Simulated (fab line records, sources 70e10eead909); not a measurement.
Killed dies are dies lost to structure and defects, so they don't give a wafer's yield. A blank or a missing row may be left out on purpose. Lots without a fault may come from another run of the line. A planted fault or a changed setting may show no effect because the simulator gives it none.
fab line records | flow nand_harc
record lots=12 wafers=36 last_day=33
route steps=1302 shown P_GATE@122
lots that met no fault: from a run of the same line without faults
start_h: hours from the record's first day to the start of the lot's first wafer shown | wait_h: hours since the lot's step before | " the same as in the row above | L1.1+2: a row that stands for several wafers | - no value, or no start given | * or withheld: withheld | < > ~ a bound
route shown NAME@n: a module of which the file shows steps, and the number in the route of the first | usual: mean/standard deviation of fault-free wafers | same: alike in all rows | chamber/n: place in a boat | sites: the reading at each site | _std_site: their standard deviation | _edge_site: outer sites' mean less inner sites' | radius_mm: how far each site lies from the wafer's centre | mask NAME#n: copy n | behind: the tool/chamber that last shaped the wafer | hold: why the lot was held/for how many hours/how that ended | device: the transistor (n, p or np) that didn't switch | end of line: the same wafers' tests at the end of the route | a step without rows: its recipe alone | killed: dies lost to structure and defects at the first sort, not the wafer's yield | map: a wafer's dies, x killed, . not, _ none there
set.NAME: the setting as run; set.NAME@STEP: as run at that earlier step | model.NAME: the simulator's own value behind a step, which no gauge read
steps of the route over a sample of lots; a table a step, a row a wafer
services: from which hour (start_h, from the record's first day; less than 0 if before it) a tool's chamber was out of use, for how many hours, and why
## steps
# step NHARC_P_GATE_CD_MEAS_11
# recipe target_cd_nm=1640 landing_energy_ev=500
# usual cd_nm=1640.4/1.4
# same landing_energy_ev=500
# columns lot.wafer tool chamber start_h wait_h cd_nm
L705.1 cd_sem-02 0 80.15 - 1643.8
L705.4 " 0 " " 1643.4
L705.6 " 0 " " 1642.3
L706.3 cd_sem-01 0 92.95 - 1638.6
L706.4 " 0 " " 1639.2
L706.5 " 0 " " 1639.8
L707.3 cd_sem-03 0 103.18 - 1642.8
L707.5 " 0 " " 1641.6
L707.6 " 0 " " 1643.4
L710.3 cd_sem-02 0 132.67 - 1639.5
L710.4 " 0 " " 1641.9
L710.5 " 0 " " 1641.7
L712.2 cd_sem-02 0 150.47 - 1640.9
L712.4 " 0 " " 1641.6
L712.5 " 0 " " 1641.3
L715.2 cd_sem-01 0 177.89 - 1639.7
L715.3 " 0 " " 1640.8
L715.5 " 0 " " 1640.9
L716.1 cd_sem-01 0 190.21 - 1638.9
L716.3 " 0 " " 1638.1
L716.4 " 0 " " 1640.1
L717.1 cd_sem-01 0 202.77 - 1639.4
L717.3 " 0 " " 1639.5
L717.4 " 0 " " 1640.5
L718.1 cd_sem-01 0 225.92 - 1640.0
L718.2 " 0 " " 1639.4
L718.4 " 0 " " 1640.3
L724.1 cd_sem-03 0 272.11 - 1640.8
L724.4 " 0 " " 1640.6
L724.5 " 0 " " 1636.8
L726.1 cd_sem-03 0 291.95 - 1641.5
L726.3 " 0 " " 1640.2
L726.5 " 0 " " 1642.9
L728.1 cd_sem-02 0 310.12 - 1640.0
L728.4 " 0 " " 1639.6
L728.5 " 0 " " 1641.1
# step NHARC_P_GATE_DESCUM_13
# recipe time_s=3 o2_flow_sccm=200 ar_flow_sccm=0 bias_power_w=0 chemistry=O2
# usual drypump_motor_current_A=6.0/0.51 oes_product_au=1.002/0.007 rf_vpp_V=57.8/0.89 showerhead_plenum_p_Torr=1.93/0.071 throttle_valve_pct=11.312/0.0084
# columns lot.wafer tool chamber start_h wait_h drypump_motor_current_A oes_product_au rf_hours_counter_h rf_vpp_V showerhead_plenum_p_Torr throttle_valve_pct
L705.4 rie_diel-12 0 80.31 - 4.7 1.012 8.1 57.1 1.90 11.325
L705.1 " 1 " " 6.2 1.006 10.0 57.7 1.96 11.319
L705.6 " 1 " " 6.2 1.001 - 59.2 1.96 11.307
L706.3 rie_diel-07 1 93.10 - 6.5 0.999 6.5 58.3 2.03 11.305
L706.4 " 3 " " 5.9 0.998 5.5 59.0 1.95 11.309
L706.5 " 2 " " 5.7 1.003 - 56.5 1.96 11.302
L707.3 rie_diel-07 3 103.36 - 5.9 0.996 5.7 56.0 1.95 11.304
L707.6 " 1 " " 6.5 1.006 - 58.7 2.03 11.313
L707.5 " 2 " " 5.7 1.008 - 57.9 1.96 11.296
L710.3 rie_diel-12 1 132.84 - 6.2 0.999 2.5 57.0 1.96 11.311
L710.4 " 3 " " 5.9 0.997 2.5 57.6 1.91 11.331
L710.5 " 1 " " 6.2 0.994 - 57.4 1.95 11.311
L712.2 rie_diel-12 1 150.63 - 6.1 0.990 3.7 57.6 1.95 11.306
L712.4 " 2 " " 6.5 1.019 3.6 58.5 2.03 11.303
L712.5 " 1 " " 6.2 1.010 - 57.3 1.95 11.336
L715.3 rie_diel-03 3 178.04 - 6.0 1.001 3.7 54.7 1.80 11.312
L715.2 " 1 " " 6.7 1.011 4.0 58.0 1.92 11.309
L715.5 " 3 " " 6.0 1.001 - 56.9 1.80 11.313
L716.3 rie_diel-12 0 190.39 - 4.7 0.998 5.6 57.7 1.90 11.319
L716.1 " 1 " " 6.2 0.992 6.2 57.7 1.95 11.299
L716.4 " 2 " " 6.5 0.998 6.4 58.4 2.03 11.311
L717.4 rie_diel-03 2 202.93 - 5.7 1.011 7.2 58.3 1.81 11.319
L717.1 " 3 " " 6.0 1.004 5.0 57.8 1.80 11.310
L717.3 " 0 " " 6.0 1.005 7.0 57.2 1.90 11.305
L718.1 rie_diel-03 0 226.10 - 6.0 1.009 8.8 58.0 1.90 11.317
L718.4 " 1 " " 6.7 1.011 7.6 58.5 1.91 11.310
L718.2 " 2 " " 5.7 1.006 9.9 56.2 1.80 11.311
L724.4 rie_diel-03 3 272.30 - 6.0 0.996 8.2 56.2 1.80 11.314
L724.1 " 0 " " 5.9 0.992 10.7 57.6 1.90 11.324
L724.5 " 1 " " 6.7 0.984 - 57.7 1.91 11.309
L726.3 rie_diel-07 2 292.11 - 5.7 1.006 6.9 58.6 1.96 11.319
L726.1 " 1 " " 6.5 1.003 9.1 58.5 2.03 11.289
L726.5 " 2 " " 5.7 1.007 - 57.8 1.96 11.290
L728.1 rie_diel-12 1 310.31 - 6.2 1.007 2.1 56.4 1.95 11.313
L728.4 " 2 " " 6.5 0.995 1.8 58.0 2.03 11.313
L728.5 " 0 " " 4.8 1.007 - 57.1 1.89 11.310
# step NHARC_P_GATE_HM_DEP_102
# recipe target_thk_a=1200 temp_c=400 material=aC
# usual throttle_valve_pct=34.999/0.0089
# columns lot.wafer tool chamber start_h wait_h throttle_valve_pct
L705.1 acl_dep-03 0 93.58 1.2 35.012
L705.4 " 0 " " 35.023
L705.6 " 0 " " 34.990
L706.3 acl_dep-01 0 105.78 0.6 34.993
L706.4 " 0 " " 34.997
L706.5 " 0 " " 34.997
L707.3 acl_dep-01 0 118.84 2.9 35.002
L707.5 " 0 " " 34.981
L707.6 " 0 " " 34.996
L710.3 acl_dep-02 0 146.50 1.1 35.016
L710.4 " 0 " " 35.000
L710.5 " 0 " " 34.992
L712.2 acl_dep-01 0 163.18 0.5 34.990
L712.4 " 0 " " 34.982
L712.5 " 0 " " 35.001
L715.2 acl_dep-02 0 190.72 0.5 34.996
L715.3 " 0 " " 35.003
L715.5 " 0 " " 35.003
L716.1 acl_dep-02 0 203.12 0.4 35.007
L716.3 " 0 " " 35.000
L716.4 " 0 " " 34.993
L717.1 acl_dep-02 0 216.50 0.4 35.004
L717.3 " 0 " " 34.994
L717.4 " 0 " " 34.992
L718.1 acl_dep-03 0 243.25 3.1 35.003
L718.2 " 0 " " 34.991
L718.4 " 0 " " 35.006
L724.1 acl_dep-03 0 285.67 1.4 35.006
L724.4 " 0 " " 34.995
L724.5 " 0 " " 35.004
L726.1 acl_dep-01 0 304.61 0.4 34.998
L726.3 " 0 " " 34.995
L726.5 " 0 " " 34.993
L728.1 acl_dep-01 0 325.47 3.1 35.013
L728.4 " 0 " " 34.998
L728.5 " 0 " " 35.005
# step NHARC_P_GATE_EXPOSE_43
# recipe na=0.6 target_cd_nm=720 dose_mj=14.81 mask_id=P_NSD
# usual exposure_dose_mJ_cm2=14.816/0.014
# columns lot.wafer tool chamber start_h wait_h mask exposure_dose_mJ_cm2
L705.1 krf_scanner-04 0 107.31 - P_NSD#0 14.828
L705.4 " 0 " " P_NSD#0 14.823
L705.6 " 0 " " P_NSD#0 14.846
L706.3 krf_scanner-03 0 118.92 - P_NSD#0 14.804
L706.4 " 0 " " P_NSD#0 14.829
L706.5 " 0 " " P_NSD#0 14.803
L707.3 krf_scanner-04 0 131.80 - P_NSD#0 14.806
L707.5 " 0 " " P_NSD#0 14.821
L707.6 " 0 " " P_NSD#0 14.850
L710.3 krf_scanner-04 0 161.30 - P_NSD#0 14.828
L710.4 " 0 " " P_NSD#0 14.825
L710.5 " 0 " " P_NSD#0 14.827
L712.2 krf_scanner-04 0 176.19 - P_NSD#0 14.818
L712.4 " 0 " " P_NSD#0 14.821
L712.5 " 0 " " P_NSD#0 14.819
L715.2 krf_scanner-03 0 203.85 - P_NSD#0 14.807
L715.3 " 0 " " P_NSD#0 14.811
L715.5 " 0 " " P_NSD#0 14.806
L716.1 krf_scanner-03 0 216.32 - P_NSD#0 14.813
L716.3 " 0 " " P_NSD#0 14.850
L716.4 " 0 " " P_NSD#0 14.823
L717.1 krf_scanner-02 0 229.69 - P_NSD#0 14.813
L717.3 " 0 " " P_NSD#0 14.813
L717.4 " 0 " " P_NSD#0 14.800
L718.1 krf_scanner-02 0 256.34 - P_NSD#0 14.780
L718.2 " 0 " " P_NSD#0 14.791
L718.4 " 0 " " P_NSD#0 14.801
L724.1 krf_scanner-03 0 299.22 - P_NSD#0 12.484
L724.4 " 0 " " P_NSD#0 12.493
L724.5 " 0 " " P_NSD#0 12.495
L726.1 krf_scanner-03 0 317.78 - P_NSD#0 12.479
L726.3 " 0 " " P_NSD#0 12.504
L726.5 " 0 " " P_NSD#0 12.483
L728.1 krf_scanner-02 0 338.72 - P_NSD#0 14.782
L728.4 " 0 " " P_NSD#0 14.817
L728.5 " 0 " " P_NSD#0 14.799
# step NHARC_P_GATE_CD_MEAS_46
# recipe target_cd_nm=720 landing_energy_ev=500
# usual cd_nm=719.6/1.1
# same landing_energy_ev=500
# columns lot.wafer tool chamber start_h wait_h cd_nm
L705.1 cd_sem-01 0 107.46 - 719.9
L705.4 " 0 " " 720.1
L705.6 " 0 " " 720.8
L706.3 cd_sem-01 0 119.07 - 719.2
L706.4 " 0 " " 720.6
L706.5 " 0 " " 719.2
L707.3 cd_sem-01 0 131.95 - 721.1
L707.5 " 0 " " 719.1
L707.6 " 0 " " 719.4
L710.3 cd_sem-01 0 161.45 - 720.9
L710.4 " 0 " " 721.5
L710.5 " 0 " " 719.5
L712.2 cd_sem-01 0 176.35 - 719.4
L712.4 " 0 " " 721.5
L712.5 " 0 " " 719.9
L715.2 cd_sem-01 0 204.01 - 718.4
L715.3 " 0 " " 719.5
L715.5 " 0 " " 719.4
L716.1 cd_sem-02 0 216.48 - 720.6
L716.3 " 0 " " 719.4
L716.4 " 0 " " 720.1
L717.1 cd_sem-02 0 229.84 - 718.7
L717.3 " 0 " " 717.9
L717.4 " 0 " " 718.6
L718.1 cd_sem-03 0 256.50 - 719.6
L718.2 " 0 " " 719.4
L718.4 " 0 " " 720.2
L724.1 cd_sem-03 0 299.38 - 690.2
L724.4 " 0 " " 688.8
L724.5 " 0 " " 690.0
L726.1 cd_sem-01 0 317.94 - 691.9
L726.3 " 0 " " 690.3
L726.5 " 0 " " 690.6
L728.1 cd_sem-02 0 338.88 - 717.6
L728.4 " 0 " " 717.7
L728.5 " 0 " " 718.2
## services
# columns tool chamber start_h hours kind
krf_scanner-04 - 57.29 1.0 repair
acl_dep-02 - 63.22 13.0 pm
rie_diel-12 0 69.14 2.5 repair
rie_diel-12 - 91.40 9.0 pm
krf_scanner-02 - 94.00 4.0 pm
rie_diel-07 0 101.16 8.5 repair
rie_diel-03 - 104.30 9.0 pm
rie_diel-12 1 106.97 8.4 repair
rie_diel-03 3 130.39 3.5 repair
krf_scanner-03 - 138.16 36.7 repair
rie_diel-03 1 149.36 15.5 repair
krf_scanner-04 - 150.84 0.8 repair
rie_diel-12 0 154.96 13.8 repair
krf_scanner-04 - 182.00 4.0 pm
acl_dep-01 - 185.19 13.0 pm
rie_diel-12 1 190.87 25.7 repair
krf_scanner-04 - 210.95 0.5 repair
krf_scanner-03 - 224.00 4.0 pm
acl_dep-02 - 245.78 13.0 pm
rie_diel-12 - 268.40 9.0 pm
rie_diel-03 - 281.30 9.0 pm
rie_diel-12 - 303.82 0.9 repair
rie_diel-03 1 321.44 3.8 repair
krf_scanner-04 - 337.47 0.7 repair
## key
first_sign step=NHARC_P_GATE_EXPOSE_43 reading=exposure_dose_mJ_cm2 direction=down sigmas=99+ usual=14.816 struck=12.490
effect step=NHARC_P_GATE_CD_MEAS_46 reading=cd_nm direction=down sigmas=26 usual=719.6 struck=690.3
met_at NHARC_P_GATE_EXPOSE_43
struck_lots L724,L726
tester_left_out L724,L726
not_acting_at NHARC_P_GATE_CD_MEAS_11,NHARC_P_GATE_DESCUM_13,NHARC_P_GATE_HM_DEP_102
onset_between 216.32 299.22
fault kind=process_parameter_drift tool=krf_scanner-03 chamber=- onset_h=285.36 steps=NHARC_P_GATE_EXPOSE_43 channel=dose_mj offset=-2.3362 shape=step acts_in=these_recipes_only stated=14.81
# tester_left_out: of these lots the tester's yield and bins aren't shown, on N5 and GAA mostly nor the transistor test; their killed dies are dies lost to structure and defects alone, not to doping, threshold or leakage, so they don't give the yield
